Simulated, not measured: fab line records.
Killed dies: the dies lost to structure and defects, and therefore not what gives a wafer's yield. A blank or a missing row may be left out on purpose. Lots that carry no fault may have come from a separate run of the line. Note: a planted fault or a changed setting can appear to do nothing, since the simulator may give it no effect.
Matching of chambers || flow nand_harc || NHARC_A_STAIRCASE_CMP_472 on cmp-01: 4 sister chambers
The step polishes SiO2. 8 wafers are shown with their chamber, then 11 later ones without.

== WAFERS PAIRED WITH THEIR CHAMBERS ==
{"wafer": "L083.3", "chamber": 0, "motor_current_A (A)": 11.9, "slurry_flow_ml_min": 149.6}
{"wafer": "L083.6", "chamber": 1, "motor_current_A (A)": 13.3, "slurry_flow_ml_min": 149.9}
{"wafer": "L087.3", "chamber": 0, "motor_current_A (A)": 12.3, "slurry_flow_ml_min": 149.6}
{"wafer": "L087.4", "chamber": 2, "motor_current_A (A)": 10.8, "slurry_flow_ml_min": 150.8}
{"wafer": "L089.1", "chamber": 3, "motor_current_A (A)": 11.0, "slurry_flow_ml_min": 150.5}
{"wafer": "L089.3", "chamber": 1, "motor_current_A (A)": 12.6, "slurry_flow_ml_min": 150.5}
{"wafer": "L089.4", "chamber": 2, "motor_current_A (A)": 11.6, "slurry_flow_ml_min": 150.6}
{"wafer": "L088.3", "chamber": 3, "motor_current_A (A)": 10.6, "slurry_flow_ml_min": 149.9}

== WAFERS WHOSE CHAMBER IS MISSING ==
{"wafer": "L088.4", "motor_current_A (A)": 11.1, "slurry_flow_ml_min": 150.5}
{"wafer": "L088.6", "motor_current_A (A)": 12.6, "slurry_flow_ml_min": 151.0}
{"wafer": "L091.1", "motor_current_A (A)": 11.7, "slurry_flow_ml_min": 150.3}
{"wafer": "L091.3", "motor_current_A (A)": 10.4, "slurry_flow_ml_min": 150.2}
{"wafer": "L091.4", "motor_current_A (A)": 13.3, "slurry_flow_ml_min": 149.5}
{"wafer": "L092.2", "motor_current_A (A)": 11.8, "slurry_flow_ml_min": 150.7}
{"wafer": "L092.4", "motor_current_A (A)": 10.7, "slurry_flow_ml_min": 149.9}
{"wafer": "L092.6", "motor_current_A (A)": 10.9, "slurry_flow_ml_min": 150.0}
{"wafer": "L094.2", "motor_current_A (A)": 10.4, "slurry_flow_ml_min": 149.9}
{"wafer": "L094.5", "motor_current_A (A)": 13.2, "slurry_flow_ml_min": 150.4}
{"wafer": "L094.6", "motor_current_A (A)": 11.0, "slurry_flow_ml_min": 149.9}

== EACH ONE'S CHAMBER ==
{"wafer": "L088.4", "from the rows above": "can't be placed: 2 or 3", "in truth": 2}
{"wafer": "L088.6", "from the rows above": "can't be placed: 1 or 2 or 0", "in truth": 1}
{"wafer": "L091.1", "from the rows above": "can't be placed: 2 or 3 or 0 or 1", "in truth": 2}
{"wafer": "L091.3", "from the rows above": "can't be placed: 3 or 2", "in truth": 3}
{"wafer": "L091.4", "from the rows above": "can't be placed: 1 or 0", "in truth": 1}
{"wafer": "L092.2", "from the rows above": "can't be placed: 2 or 3 or 1", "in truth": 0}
{"wafer": "L092.4", "from the rows above": "can't be placed: 3 or 2", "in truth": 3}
{"wafer": "L092.6", "from the rows above": "can't be placed: 3 or 2", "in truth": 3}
{"wafer": "L094.2", "from the rows above": "can't be placed: 3 or 2", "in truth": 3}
{"wafer": "L094.5", "from the rows above": 1, "in truth": 1}
{"wafer": "L094.6", "from the rows above": "can't be placed: 3 or 2 or 0", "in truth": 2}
1 of 11 placed correctly. From these rows, 10 cannot be placed; in 9 the true chamber is one of the candidates. Placed wrongly: 0.
How it was worked out, from the rows above alone: a wafer's distance from a chamber is the root of the sum, over the readings, of the square of ((its reading less the chamber's mean) divided by the reading's scatter). The wafer belongs to the nearest chamber; if the next one is less than 2 further off, it can't be placed. For every chamber, the mean is computed from those of its wafers that are shown. The scatter: take each reading less its chamber's mean, square it, sum over the shown wafers, divide by the number of wafers less the number of chambers, and take the root.
